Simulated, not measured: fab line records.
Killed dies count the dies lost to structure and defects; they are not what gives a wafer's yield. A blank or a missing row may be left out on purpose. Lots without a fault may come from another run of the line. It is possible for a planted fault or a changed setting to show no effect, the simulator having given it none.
fab line records / flow n5Finfet
record lots=4 wafers=12 lastDay=18
route steps=1938 shown BEOL_M4@1099 BEOL_M5@1112 BEOL_M12@1648 PASSIVATION@1936
lots that met no fault: from a run of the same line without faults
startH: the number of hours between the record's first day and the start of the first shown wafer of the lot / waitH: hours from the lot's prior step to this one / " same as the row above / L1.1+2: several wafers, shown together as one row / - no value present, or no start provided / * or withheld: withheld / < > ~ a bound
route shown NAME@n: NAME is a module with steps in the file, n the number in the route of the first one / usual: the fault-free wafers' mean and standard deviation / same: alike in all rows / chamber/n: place in a boat / sites: per-site readings / _std_site: standard deviation across them / _edge_site: inner sites' mean taken away from outer sites' mean / radiusMm: for every site, how far away it sits from the centre of the wafer / mask NAME#n: copy n / behind: the last tool/chamber to shape the wafer / hold: the reason the lot was held/the length of the hold in hours/how it ended / device: which transistor (n, p or np) failed to switch / end of line: at the end of the route, the tests of the same wafers / step lacking rows: just its recipe / killed: count of dies lost to structure and defects at first sort (not the wafer's yield) / map: shows each die of a wafer: x if killed, . if not, _ if none is there
set.NAME: the setting the step ran with; set.NAME@STEP: the setting that earlier step ran with / model.NAME: the simulator's own value behind a step, which no gauge read
lots seen at some steps along the route; tables by step, rows by wafer
services: a tool's chamber out of use, with start hour (startH, from the record's first day; less than 0 if before it), hours out, and reason
## steps
# step N5_BEOL_M4_ANNEAL_95
# recipe tempC=400 timeS=240 ambient=vacuum
# step N5_BEOL_M4_SPUTTER_96
# recipe material=Cu targetThkA=45 tempC=-20 chamberPressurePa=0.07 powerW=withheld timeS=8.29
# step N5_BEOL_M4_ECD_50
# recipe material=Cu targetThkA=3000
# step N5_BEOL_M4_ANNEAL_51
# recipe tempC=225 timeS=90 ambient=N2
# step N5_BEOL_M4_CMP_52
# recipe stopOn=SiOC tOverpolishS=6.8 downForcePsi=1 platenRpm=50 clearingPlatenDownForcePsi=1.5 clearingPlatenRpm=50 postCmpClean=cuAlkaline targetThkNm=40 clearingPlatenPadVelocityMS=0.99484 padVelocityMS=0.99484
# step N5_BEOL_M4_PRE_CLEAN_60
# recipe gas=NH3/H2 timeS=15 tempC=* rfPowerW=300
# step N5_BEOL_M4_CO_CAP_55
# recipe material=Co targetThkA=20 tempC=200 precursor=CCTBA/H2 pressureTorr=30 timeS=102.1
# step N5_BEOL_M4_PRE_CLEAN_56
# recipe gas=NH3 timeS=15 tempC=withheld rfPowerW=300
# step N5_BEOL_M4_DEP_57
# recipe material=SiCN targetThkA=80 tempC=withheld precursor=3MS/NH3 pressureTorr=3 rfW=202 timeS=14
# step N5_BEOL_M4_RC_MEAS_101
# usual DIBL_N=36.0/2 DIBL_P=36.2/2.2 IOFF_N=0.16/0.034 IOFF_P=0.21/0.04 ION_N=675/12 ION_P=463/7.2 SS_N=71.6/0.6 SS_P=73.3/0.67 VT_N=250/3 VT_P=-251/3.4
lot.wafer=L380.2 tool=prober-01 chamber=0 startH=217.83 waitH=0.2 DIBL_N[mV/V]=35.2 DIBL_P[mV/V]=36.0 IOFF_N[nA/um]=0.18 IOFF_P[nA/um]=0.23 ION_N[uA/um]=690 ION_P[uA/um]=472 SS_N[mV/dec]=72.1 SS_P[mV/dec]=72.8 VT_N[mV]=243 VT_P[mV]=-248
lot.wafer=L380.4 tool=prober-01 chamber=0 startH=217.83 waitH=0.2 DIBL_N[mV/V]=31.9 DIBL_P[mV/V]=32.0 IOFF_N[nA/um]=0.11 IOFF_P[nA/um]=0.17 ION_N[uA/um]=665 ION_P[uA/um]=459 SS_N[mV/dec]=70.5 SS_P[mV/dec]=72.5 VT_N[mV]=255 VT_P[mV]=-253
lot.wafer=L380.5 tool=prober-01 chamber=0 startH=217.83 waitH=0.2 DIBL_N[mV/V]=34.9 DIBL_P[mV/V]=35.7 IOFF_N[nA/um]=0.16 IOFF_P[nA/um]=0.22 ION_N[uA/um]=677 ION_P[uA/um]=468 SS_N[mV/dec]=70.7 SS_P[mV/dec]=72.6 VT_N[mV]=250 VT_P[mV]=-247
lot.wafer=L392.1 tool=prober-02 chamber=0 startH=275.12 waitH=0.0 DIBL_N[mV/V]=36.4 DIBL_P[mV/V]=37.5 IOFF_N[nA/um]=0.16 IOFF_P[nA/um]=0.25 ION_N[uA/um]=663 ION_P[uA/um]=456 SS_N[mV/dec]=72.0 SS_P[mV/dec]=73.2 VT_N[mV]=252 VT_P[mV]=-248
lot.wafer=L392.3 tool=prober-02 chamber=0 startH=275.12 waitH=0.0 DIBL_N[mV/V]=34.7 DIBL_P[mV/V]=35.6 IOFF_N[nA/um]=0.16 IOFF_P[nA/um]=0.24 ION_N[uA/um]=686 ION_P[uA/um]=474 SS_N[mV/dec]=70.8 SS_P[mV/dec]=73.3 VT_N[mV]=248 VT_P[mV]=-246
lot.wafer=L392.6 tool=prober-02 chamber=0 startH=275.12 waitH=0.0 DIBL_N[mV/V]=34.4 DIBL_P[mV/V]=34.8 IOFF_N[nA/um]=0.14 IOFF_P[nA/um]=0.22 ION_N[uA/um]=673 ION_P[uA/um]=468 SS_N[mV/dec]=71.6 SS_P[mV/dec]=73.2 VT_N[mV]=252 VT_P[mV]=-248
lot.wafer=L390.1 tool=prober-02 chamber=0 startH=279.72 waitH=0.0 DIBL_N[mV/V]=32.4 DIBL_P[mV/V]=32.5 IOFF_N[nA/um]=0.10 IOFF_P[nA/um]=0.16 ION_N[uA/um]=649 ION_P[uA/um]=453 SS_N[mV/dec]=70.5 SS_P[mV/dec]=71.9 VT_N[mV]=257 VT_P[mV]=-255
lot.wafer=L390.3 tool=prober-02 chamber=0 startH=279.72 waitH=0.0 DIBL_N[mV/V]=36.2 DIBL_P[mV/V]=36.1 IOFF_N[nA/um]=0.16 IOFF_P[nA/um]=0.20 ION_N[uA/um]=675 ION_P[uA/um]=463 SS_N[mV/dec]=71.2 SS_P[mV/dec]=72.9 VT_N[mV]=252 VT_P[mV]=-252
lot.wafer=L390.6 tool=prober-02 chamber=0 startH=279.72 waitH=0.0 DIBL_N[mV/V]=36.1 DIBL_P[mV/V]=35.8 IOFF_N[nA/um]=0.14 IOFF_P[nA/um]=0.19 ION_N[uA/um]=668 ION_P[uA/um]=459 SS_N[mV/dec]=71.6 SS_P[mV/dec]=73.3 VT_N[mV]=253 VT_P[mV]=-252
lot.wafer=L396.1 tool=prober-01 chamber=0 startH=316.99 waitH=0.0 DIBL_N[mV/V]=34.8 DIBL_P[mV/V]=34.2 IOFF_N[nA/um]=0.13 IOFF_P[nA/um]=0.17 ION_N[uA/um]=674 ION_P[uA/um]=461 SS_N[mV/dec]=71.5 SS_P[mV/dec]=73.4 VT_N[mV]=254 VT_P[mV]=-253
lot.wafer=L396.4 tool=prober-01 chamber=0 startH=316.99 waitH=0.0 DIBL_N[mV/V]=34.8 DIBL_P[mV/V]=34.1 IOFF_N[nA/um]=0.13 IOFF_P[nA/um]=0.18 ION_N[uA/um]=665 ION_P[uA/um]=458 SS_N[mV/dec]=71.5 SS_P[mV/dec]=73.5 VT_N[mV]=253 VT_P[mV]=-253
lot.wafer=L396.6 tool=prober-01 chamber=0 startH=316.99 waitH=0.0 DIBL_N[mV/V]=36.5 DIBL_P[mV/V]=36.2 IOFF_N[nA/um]=0.16 IOFF_P[nA/um]=0.20 ION_N[uA/um]=680 ION_P[uA/um]=463 SS_N[mV/dec]=71.9 SS_P[mV/dec]=74.2 VT_N[mV]=252 VT_P[mV]=-252
# step N5_BEOL_M5_ILD_DEP_00
# recipe material=SiCOH_lowk targetThkA=1406.4 tempC=300 precursor=DEMS/porogen pressureTorr=5 rfW=500 timeS=25.9
# step N5_BEOL_M5_CURE_79
# recipe tempC=385 timeS=240 ambient=He/Ar material=SiCOH_lowk
# step N5_BEOL_M5_PECVD_70
# recipe material=SiO2 targetThkA=160 tempC=400 precursor=TEOS/O2 pressureTorr=5.5 rfW=450 teosFlowSccm=53.8 gas=O2 flowSccm=3000 timeS=18
# step N5_BEOL_M5_HM_DEP_02
# recipe material=TiN targetThkA=200 tempC=25 chamberPressurePa=0.49996
# step N5_BEOL_M5_COAT_59
# recipe resist=SOC tempC=250 timeS=60 spinRpm=1500 resistThkNm=60
# step N5_BEOL_M5_COAT_60
# recipe resist=SiARC tempC=220 timeS=60 spinRpm=1500 resistThkNm=12
# step N5_BEOL_M5_COAT_71
# recipe resist=underlayer tempC=205 timeS=60 spinRpm=1500 resistThkNm=5
# step N5_BEOL_M5_COAT_05
# recipe resist=CAR-EUV spinRpm=1500 resistThkNm=30
# step N5_BEOL_M5_EBR_07
# recipe solvent=PGMEA ebrWidthMm=1.5
# step N5_BEOL_M5_SOFTBAKE_06
# recipe tempC=110 timeS=60 resist=CAR-EUV
# step N5_BEOL_M5_EXPOSE_08
# recipe maskId=M5 na=0.33 sourceShape=annular sigmaInner=0.4 sigmaOuter=0.8 polarization=unpolarized targetCdNm=28 doseMj=35.75
# step N5_BEOL_M5_PEB_09
# recipe pebTempC=100 pebTimeS=60 resist=CAR-EUV
# step N5_BEOL_M5_DEVELOP_10
# recipe developTimeS=30 developer=TMAH resist=CAR-EUV rinseLiquid=surfactantRinse dry=airSpin devTempC=23
# step N5_BEOL_M5_DESCUM_16
# recipe chemistry=O2 timeS=7 sourcePowerW=50 biasPowerW=20 pressureMtorr=20 rfFrequencyHz=2.712e+07 tempC=40 resist=CAR-EUV o2FlowSccm=225
# step N5_BEOL_M5_ETCH_72
# recipe chemistry=N2/H2 target=underlayer targetDepthA=65 maskMaterial=CAR-EUV timeS=5.2 ionEnergyEv=200 pressureMtorr=30 sourceW=840 biasW=150 n2FlowSccm=200 h2FlowSccm=200 ends=cleared
# step N5_BEOL_M5_ETCH_61
# recipe chemistry=CF4 target=SiARC targetDepthA=156 maskMaterial=CAR-EUV timeS=26 ionEnergyEv=80 pressureMtorr=40 sourceW=545 biasW=36 Ar_flow_sccm=100 cf4FlowSccm=100 ends=cleared
# step N5_BEOL_M5_ETCH_62
# recipe chemistry=N2/H2 target=SOC targetDepthA=750 overetchA=150 maskMaterial=SiARC tempC=40 timeS=112.5 ionEnergyEv=200 pressureMtorr=30 sourceW=840 biasW=150 n2FlowSccm=200 h2FlowSccm=200
# step N5_BEOL_M5_STRIP_63
# recipe chemistry=N2/H2 tempC=40 n2FlowSccm=200 h2FlowSccm=200 rfFrequencyHz=6e+07
# step N5_BEOL_M5_STRIP_73
# recipe chemistry=N2/H2 tempC=40 n2FlowSccm=200 h2FlowSccm=200 rfFrequencyHz=6e+07
# step N5_BEOL_M5_STRIP_64
# recipe chemistry=CF4 resist=SiARC powerW=300 biasPowerW=75 pressureMtorr=50 cf4FlowSccm=150 rfFrequencyHz=6e+07
# step N5_BEOL_M5_HM_OPEN_17
# recipe chemistry=Cl2/BCl3 targetDepthA=200 overetchA=60 target=TiN maskMaterial=SOC ionEnergyEv=150 pressureMtorr=10 icpW=1000 biasW=126 Cl2_flow_sccm=53.25 bcl3FlowSccm=21.75 Ar_flow_sccm=25
# step N5_BEOL_M5_STRIP_19
# recipe chemistry=O2 powerW=400 tempC=40 pressureMtorr=30 rfFrequencyHz=6e+07 biasPowerW=0 overashFraction=0.2 o2FlowSccm=225
# step N5_BEOL_M5_COAT_65
# recipe resist=SOC tempC=250 timeS=60 spinRpm=1500 resistThkNm=60
# step N5_BEOL_M5_COAT_66
# recipe resist=SiARC tempC=220 timeS=60 spinRpm=1500 resistThkNm=12
# step N5_BEOL_M12_SPUTTER_43
# recipe material=TaN targetThkA=150 tempC=50 biasV=168.6 powerW=15000 chamberPressurePa=0.12 timeS=24.19
# usual biasV=168.6/1.5 cathodeDcPowerW=15000/2.9 throttleValvePct=30.2/0.91
lot.wafer=L380.2 tool=pvdSputter-02 chamber=- startH=295.91 waitH=0.0 biasV=168.2 cathodeDcPowerW=14996 throttleValvePct=30.6
lot.wafer=L380.4 tool=pvdSputter-02 chamber=- startH=295.91 waitH=0.0 biasV=171.1 cathodeDcPowerW=14999 throttleValvePct=30.4
lot.wafer=L380.5 tool=pvdSputter-02 chamber=- startH=295.91 waitH=0.0 biasV=170.6 cathodeDcPowerW=15001 throttleValvePct=31.3
lot.wafer=L392.1 tool=pvdSputter-02 chamber=- startH=366.49 waitH=0.0 biasV=- cathodeDcPowerW=- throttleValvePct=-
lot.wafer=L392.3 tool=pvdSputter-02 chamber=- startH=366.49 waitH=0.0 biasV=- cathodeDcPowerW=- throttleValvePct=-
lot.wafer=L392.6 tool=pvdSputter-02 chamber=- startH=366.49 waitH=0.0 biasV=- cathodeDcPowerW=- throttleValvePct=-
lot.wafer=L390.1 tool=pvdSputter-02 chamber=- startH=369.43 waitH=0.0 biasV=- cathodeDcPowerW=- throttleValvePct=-
lot.wafer=L390.3 tool=pvdSputter-02 chamber=- startH=369.43 waitH=0.0 biasV=- cathodeDcPowerW=- throttleValvePct=-
lot.wafer=L390.6 tool=pvdSputter-02 chamber=- startH=369.43 waitH=0.0 biasV=- cathodeDcPowerW=- throttleValvePct=-
lot.wafer=L396.1 tool=pvdSputter-02 chamber=- startH=399.67 waitH=0.0 biasV=168.7 cathodeDcPowerW=15006 throttleValvePct=29.4
lot.wafer=L396.4 tool=pvdSputter-02 chamber=- startH=399.67 waitH=0.0 biasV=169.9 cathodeDcPowerW=15005 throttleValvePct=30.6
lot.wafer=L396.6 tool=pvdSputter-02 chamber=- startH=399.67 waitH=0.0 biasV=168.5 cathodeDcPowerW=15002 throttleValvePct=30.1
# step N5_BEOL_M12_CMP_49
# recipe stopOn=SiOC tOverpolishS=20.6 downForcePsi=1 platenRpm=50 clearingPlatenDownForcePsi=1.5 clearingPlatenRpm=50 postCmpClean=cuAlkaline targetThkNm=320 clearingPlatenPadVelocityMS=0.99484 padVelocityMS=0.99484
# usual barrierFieldEndpointS=30.2/0.81 clearingPlatenRpm=49.999/0.022 motorCurrentA=6.2/0.53 padLifeWafers=795/660
lot.wafer=L380.2 tool=cmp-04 chamber=2 startH=297.32 waitH=0.3 barrierFieldEndpointS=31.5 clearingPlatenRpm=50.029 motorCurrentA=5.7 padLifeWafers=2054 model.Cu_of_BEOL_M12_ECD_47.thkNm=321.6
lot.wafer=L380.4 tool=cmp-04 chamber=3 startH=297.32 waitH=0.3 barrierFieldEndpointS=30.9 clearingPlatenRpm=50.022 motorCurrentA=5.6 padLifeWafers=2055 model.Cu_of_BEOL_M12_ECD_47.thkNm=319
lot.wafer=L380.5 tool=cmp-04 chamber=0 startH=297.32 waitH=0.3 barrierFieldEndpointS=31.2 clearingPlatenRpm=49.975 motorCurrentA=6.0 padLifeWafers=- model.Cu_of_BEOL_M12_ECD_47.thkNm=318.4
lot.wafer=L392.3 tool=cmp-04 chamber=2 startH=367.39 waitH=0.2 barrierFieldEndpointS=12.1 clearingPlatenRpm=49.976 motorCurrentA=5.5 padLifeWafers=330 model.Cu_of_BEOL_M12_ECD_47.thkNm=329.2
lot.wafer=L392.1 tool=cmp-04 chamber=0 startH=367.39 waitH=0.2 barrierFieldEndpointS=12.6 clearingPlatenRpm=49.983 motorCurrentA=6.0 padLifeWafers=332 model.Cu_of_BEOL_M12_ECD_47.thkNm=339.8
lot.wafer=L392.6 tool=cmp-04 chamber=3 startH=367.39 waitH=0.2 barrierFieldEndpointS=12.0 clearingPlatenRpm=49.977 motorCurrentA=5.6 padLifeWafers=- model.Cu_of_BEOL_M12_ECD_47.thkNm=339.2
lot.wafer=L390.1 tool=cmp-02 chamber=2 startH=370.18 waitH=0.3 barrierFieldEndpointS=12.0 clearingPlatenRpm=49.993 motorCurrentA=6.5 padLifeWafers=1423 model.Cu_of_BEOL_M12_ECD_47.thkNm=332.2
lot.wafer=L390.3 tool=cmp-02 chamber=0 startH=370.18 waitH=0.3 barrierFieldEndpointS=11.7 clearingPlatenRpm=50.007 motorCurrentA=7.1 padLifeWafers=1425 model.Cu_of_BEOL_M12_ECD_47.thkNm=336.4
lot.wafer=L390.6 tool=cmp-02 chamber=2 startH=370.18 waitH=0.3 barrierFieldEndpointS=11.7 clearingPlatenRpm=49.993 motorCurrentA=6.9 padLifeWafers=- model.Cu_of_BEOL_M12_ECD_47.thkNm=330.4
lot.wafer=L396.1 tool=cmp-04 chamber=3 startH=400.63 waitH=0.3 barrierFieldEndpointS=30.6 clearingPlatenRpm=50.021 motorCurrentA=5.6 padLifeWafers=600 model.Cu_of_BEOL_M12_ECD_47.thkNm=320.2
lot.wafer=L396.4 tool=cmp-04 chamber=1 startH=400.63 waitH=0.3 barrierFieldEndpointS=30.3 clearingPlatenRpm=50.011 motorCurrentA=6.9 padLifeWafers=602 model.Cu_of_BEOL_M12_ECD_47.thkNm=314.8
lot.wafer=L396.6 tool=cmp-04 chamber=0 startH=400.63 waitH=0.3 barrierFieldEndpointS=30.7 clearingPlatenRpm=50.031 motorCurrentA=6.4 padLifeWafers=- model.Cu_of_BEOL_M12_ECD_47.thkNm=313.8
# step N5_BEOL_M12_THK_MEAS_50
# recipe thkMeasGauge=xrf reads=Cu_of_BEOL_M12_ECD_47
# usual M12_THK=316/4.9
lot.wafer=L380.2 tool=filmMetro-01 chamber=- startH=297.54 waitH=- M12_THK[nm]=316
lot.wafer=L380.4 tool=filmMetro-01 chamber=- startH=297.54 waitH=- M12_THK[nm]=313
lot.wafer=L380.5 tool=filmMetro-01 chamber=- startH=297.54 waitH=- M12_THK[nm]=311
lot.wafer=L392.1 tool=filmMetro-01 chamber=- startH=367.69 waitH=- M12_THK[nm]=337
lot.wafer=L392.3 tool=filmMetro-01 chamber=- startH=367.69 waitH=- M12_THK[nm]=326
lot.wafer=L392.6 tool=filmMetro-01 chamber=- startH=367.69 waitH=- M12_THK[nm]=335
lot.wafer=L390.1 tool=filmMetro-01 chamber=- startH=370.44 waitH=- M12_THK[nm]=329
lot.wafer=L390.3 tool=filmMetro-01 chamber=- startH=370.44 waitH=- M12_THK[nm]=334
lot.wafer=L390.6 tool=filmMetro-01 chamber=- startH=370.44 waitH=- M12_THK[nm]=326
lot.wafer=L396.1 tool=filmMetro-01 chamber=- startH=400.92 waitH=- M12_THK[nm]=312
lot.wafer=L396.4 tool=filmMetro-01 chamber=- startH=400.92 waitH=- M12_THK[nm]=308
lot.wafer=L396.6 tool=filmMetro-01 chamber=- startH=400.92 waitH=- M12_THK[nm]=306
# step N5_BEOL_M12_RS_MEAS_54
# recipe thkMeasGauge=four-point-probe reads=Cu_of_BEOL_M12_ECD_47+Ta_of_BEOL_M12_SPUTTER_44+TaN_of_BEOL_M12_SPUTTER_43
# usual M12_RS=0.0602/0.00081
lot.wafer=L380.2 tool=filmMetro-01 chamber=- startH=297.67 waitH=0.0 M12_RS[ohm/sq]=0.0597
lot.wafer=L380.4 tool=filmMetro-01 chamber=- startH=297.67 waitH=0.0 M12_RS[ohm/sq]=0.0601
lot.wafer=L380.5 tool=filmMetro-01 chamber=- startH=297.67 waitH=0.0 M12_RS[ohm/sq]=0.0605
lot.wafer=L392.1 tool=filmMetro-02 chamber=- startH=367.81 waitH=0.0 M12_RS[ohm/sq]=0.0564
lot.wafer=L392.3 tool=filmMetro-02 chamber=- startH=367.81 waitH=0.0 M12_RS[ohm/sq]=0.0583
lot.wafer=L392.6 tool=filmMetro-02 chamber=- startH=367.81 waitH=0.0 M12_RS[ohm/sq]=0.0565
lot.wafer=L390.1 tool=filmMetro-01 chamber=- startH=370.56 waitH=0.0 M12_RS[ohm/sq]=0.0577
lot.wafer=L390.3 tool=filmMetro-01 chamber=- startH=370.56 waitH=0.0 M12_RS[ohm/sq]=0.0571
lot.wafer=L390.6 tool=filmMetro-01 chamber=- startH=370.56 waitH=0.0 M12_RS[ohm/sq]=0.0582
lot.wafer=L396.1 tool=filmMetro-02 chamber=- startH=401.04 waitH=0.0 M12_RS[ohm/sq]=0.0601
lot.wafer=L396.4 tool=filmMetro-02 chamber=- startH=401.04 waitH=0.0 M12_RS[ohm/sq]=0.0612
lot.wafer=L396.6 tool=filmMetro-02 chamber=- startH=401.04 waitH=0.0 M12_RS[ohm/sq]=0.0614
# step N5_PASSIVATION_PROBE_49
# usual defectLimitedYield=91.5/1.5 killed_at_M0_to_M3=33/10 killed_at_M4_up=15/6.4 killedAtContacts=12/5.4 killedAtFrontEnd=38/9.8 killedAtOther=4/3.1 killedDies=101/18 killedOpen=67/14 killedShort=33/7.9 sort_bin_5_function=5.0/1 sort_bin_6_memory=3.2/0.67 sortNPass=1079/18 sortYieldPct=91.5/1.5
# same grossDies=1180 killedAtBackSide=0 sort_bin_4_leakage[%]=0 sort_bin_8_speed[%]=0
lot.wafer=L392.1 tool=prober-01 chamber=- startH=401.06 waitH=0.0 defectLimitedYield[%]=80.8 killed_at_M0_to_M3=36 killed_at_M4_up=110 killedAtContacts=11 killedAtFrontEnd=56 killedAtOther=14 killedDies=227 killedOpen=86 killedShort=50 sort_bin_5_function[%]=13.8 sort_bin_6_memory[%]=4.7 sortNPass=953 sortYieldPct[%]=80.8
lot.wafer=L392.3 tool=prober-01 chamber=- startH=401.16 waitH=0.1 defectLimitedYield[%]=82.4 killed_at_M0_to_M3=32 killed_at_M4_up=112 killedAtContacts=4 killedAtFrontEnd=56 killedAtOther=4 killedDies=208 killedOpen=70 killedShort=40 sort_bin_5_function[%]=12.9 sort_bin_6_memory[%]=4.1 sortNPass=972 sortYieldPct[%]=82.4
lot.wafer=L392.6 tool=prober-01 chamber=- startH=401.31 waitH=0.3 defectLimitedYield[%]=84.7 killed_at_M0_to_M3=18 killed_at_M4_up=102 killedAtContacts=12 killedAtFrontEnd=42 killedAtOther=6 killedDies=180 killedOpen=63 killedShort=37 sort_bin_5_function[%]=11.9 sort_bin_6_memory[%]=2.9 sortNPass=1000 sortYieldPct[%]=84.7
lot.wafer=L390.1 tool=prober-02 chamber=- startH=404.45 waitH=0.0 defectLimitedYield[%]=83.7 killed_at_M0_to_M3=45 killed_at_M4_up=94 killedAtContacts=8 killedAtFrontEnd=42 killedAtOther=3 killedDies=192 killedOpen=68 killedShort=34 sort_bin_5_function[%]=12.7 sort_bin_6_memory[%]=3.3 sortNPass=988 sortYieldPct[%]=83.7
lot.wafer=L390.3 tool=prober-02 chamber=- startH=404.55 waitH=0.1 defectLimitedYield[%]=84.2 killed_at_M0_to_M3=21 killed_at_M4_up=104 killedAtContacts=12 killedAtFrontEnd=37 killedAtOther=13 killedDies=187 killedOpen=59 killedShort=35 sort_bin_5_function[%]=12.1 sort_bin_6_memory[%]=3.2 sortNPass=993 sortYieldPct[%]=84.2
lot.wafer=L390.6 tool=prober-02 chamber=- startH=404.70 waitH=0.3 defectLimitedYield[%]=84.7 killed_at_M0_to_M3=32 killed_at_M4_up=100 killedAtContacts=8 killedAtFrontEnd=36 killedAtOther=4 killedDies=180 killedOpen=65 killedShort=29 sort_bin_5_function[%]=12.5 sort_bin_6_memory[%]=2.6 sortNPass=1000 sortYieldPct[%]=84.7
# killed by level:class
L392.1 BEOL_M12:areaSputter=89 BEOL_M0_SAQP:geometricParticle:open=13 FIN_SAQP:geometricParticle:short=12 BEOL_M4:geometricParticle:open=11 FIN_SAQP:geometricParticle:open=9 BEOL_M0_SAQP:geometricParticle:short=8 GATE_CUT:geometricParticle:open=7 MOL_CONTACT_COAG:geometricParticle:short=6
L392.3 BEOL_M12:areaSputter=93 FIN_SAQP:geometricParticle:short=14 FIN_SAQP:geometricParticle:open=9 DUMMY_GATE:geometricParticle:open=9 BEOL_M0_SAQP:geometricParticle:open=9 BEOL_M0_SAQP:geometricParticle:short=9 BEOL_M4:geometricParticle:open=9 GATE_CUT:geometricParticle:open=7
L392.6 BEOL_M12:areaSputter=80 FIN_SAQP:geometricParticle:short=11 MOL_CONTACT_COAG:geometricParticle:open=11 BEOL_M4:geometricParticle:open=7 DUMMY_GATE:geometricParticle:open=6 BEOL_M5:geometricParticle:open=6 FIN_SAQP:geometricParticle:open=5 GATE_CUT:geometricParticle:open=5
L390.1 BEOL_M12:areaSputter=87 BEOL_M0_SAQP:geometricParticle:open=9 STI_FIN_REVEAL:geometricParticle:open=8 MOL_CONTACT_COAG:geometricParticle:open=7 BEOL_M2:geometricParticle:open=7 FIN_SAQP:geometricParticle:open=6 FIN_SAQP:geometricParticle:short=6 BEOL_M1:geometricParticle:short=6
L390.3 BEOL_M12:areaSputter=90 MOL_CONTACT_COAG:geometricParticle:open=12 BEOL_M1:geometricParticle:open=9 STI_FIN_REVEAL:geometricParticle:open=7 GATE_CUT:geometricParticle:short=7 BEOL_M0_SAQP:geometricParticle:short=5 BEOL_M4:geometricParticle:open=5 BEOL_M7:geometricParticle:open=4
L390.6 BEOL_M12:areaSputter=85 BEOL_M1:geometricParticle:open=9 FIN_SAQP:geometricParticle:open=7 FIN_SAQP:geometricParticle:short=6 MOL_CONTACT_COAG:geometricParticle:open=6 BEOL_M0:geometricParticle:open=6 STI_FIN_REVEAL:geometricParticle:open=5 BEOL_M3:geometricParticle:open=5
# map L390.1 (x killed, . not)
_________________....x.......________________
______________...x..x.x........._____________
___________...............x........__________
__________......x..................._________
________......................x......x_______
_______.............................x..______
______.......x...................x.....x_____
_____x.....x...xx...............x.....x..____
____x....x..x...x.................x.......___
___..........x..x...................x......__
___........................x..........x....__
__.....x....x.......xx......x.xxx.x.x......._
__........x....xx..........x..x.xx.x.x..x..._
_.x..xx.......x..........................x.xx
_............x..x....x......xx..xx...x..x....
_..................x.x.xx..x...x......x.....x
_....x.x.......x..xx.xxx.xxx...x.xx..........
_x....x.....x.x..x...x..xx..x....x........x..
_.........x...xx..x.....xx...................
_.x........xx.xxx.x...x.....x.xx..x...xx....x
_x.x...............x.x.xx.x..................
__.......x...x....x....xx...xxx............._
__xx.................xx.x..xx....xx.x....x.._
___.x.x..........xx.....x.x..x....x.x......__
___..x.....x.x......x.........x............__
____...x.......x.x...xxx.x.x....x.........___
_____..x.x........x.x.x...x.x.x...x......____
______.......xx....x..x........x........_____
_______..........x.................x..x______
________.......x..........x..x...x...._______
__________...............x.........._________
___________.x.x.....x..............__________
______________.................._____________
_________________............________________
# map L392.1 (x killed, . not)
_________________..x.......x.________________
______________....x......x...x.._____________
___________................x.......__________
__________x.....x......x...xx.x....._________
________.x.x....x.....x.............xx_______
_______........x...x..x.......x........______
______.x..x....x.....x....x..x.....x...._____
_____........x..x........x...x........x.x____
____........x...x...x...x.x...............___
___...x.......x.xxx..x..x..xxx..xx.x.x.....__
___.....xx.............x.x..xxx.......x....__
__..x......x........x.xx..x.x...x.......x..._
__.x.........x....xx.xxxx.xx.x.....x........_
_....x...x.xx...x.xxxxx..xx.xx......xx..x....
_......x.x..x...xxx..x........x.x............
_......x.x....xx.xxx.x..x.x.xx...x.x.........
_............x...x..xxxxx.xx...x.x.....x.....
_x....x.x.......x..x..x..x...x..........x....
_..x........x.......xx...x.........x..x......
_................x.....x.xx.x.x.xxx..x....x..
_..x...x.....x.....x.x.....xxx.x.............
__...........x.x......x..x....x..xx.....x.x._
__x..x............x....x....xxx.....x......._
___x.............x.............xx..........__
___...............x.....xx.x....xx.....x...__
____.........x........x..x.x....x.........___
_____....................................____
______......x.......x................xx._____
_______........x......x................______
________...x............x...........x._______
__________..x..x.xxxx...x.x....x...._________
___________......x.......x.........__________
______________.......x.........._____________
_________________..x...x.....________________
## services
tool=cmp-02 chamber=- startH=296.23 hours=6.5 kind=repair
tool=cmp-04 chamber=- startH=306.53 hours=4.0 kind=pm
tool=cmp-04 chamber=- startH=310.53 hours=- kind=consumableReplace:conditioner
tool=cmp-04 chamber=- startH=310.53 hours=- kind=consumableReplace:pad
tool=cmp-04 chamber=- startH=312.89 hours=5.5 kind=repair
tool=cmp-04 chamber=- startH=355.56 hours=2.0 kind=repair
tool=cmp-04 chamber=- startH=359.65 hours=3.6 kind=pm
## key
firstSign step=N5_BEOL_M12_SPUTTER_43 reading=toolRecord direction=missing
effect step=N5_BEOL_M12_CMP_49 reading=barrierFieldEndpointS direction=down sigmas=23 usual=30.2 struck=12.0
effect step=N5_BEOL_M12_THK_MEAS_50 reading=M12_THK direction=up sigmas=3.1 usual=316 struck=331
effect step=N5_BEOL_M12_RS_MEAS_54 reading=M12_RS direction=down sigmas=3.5 usual=0.0602 struck=0.0574
effect step=N5_PASSIVATION_PROBE_49 reading=killed_at_M4_up direction=up sigmas=14 usual=15 struck=104
modelEffect step=N5_BEOL_M12_CMP_49 value=Cu_of_BEOL_M12_ECD_47.thkNm without=319.3 struck=334.5
moreKillsBornAt N5_BEOL_M12_SPUTTER_43@pvdSputter-02=524
metAt N5_BEOL_M12_SPUTTER_43
struckWafers L390.1,L390.3,L390.6,L392.1,L392.3,L392.6
onsetBetween 295.91 366.49
fault kind=skippedStepWhole tool=pvdSputter-02 chamber=- onsetH=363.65 steps=N5_BEOL_M12_SPUTTER_43 scope=struckLotsOnly
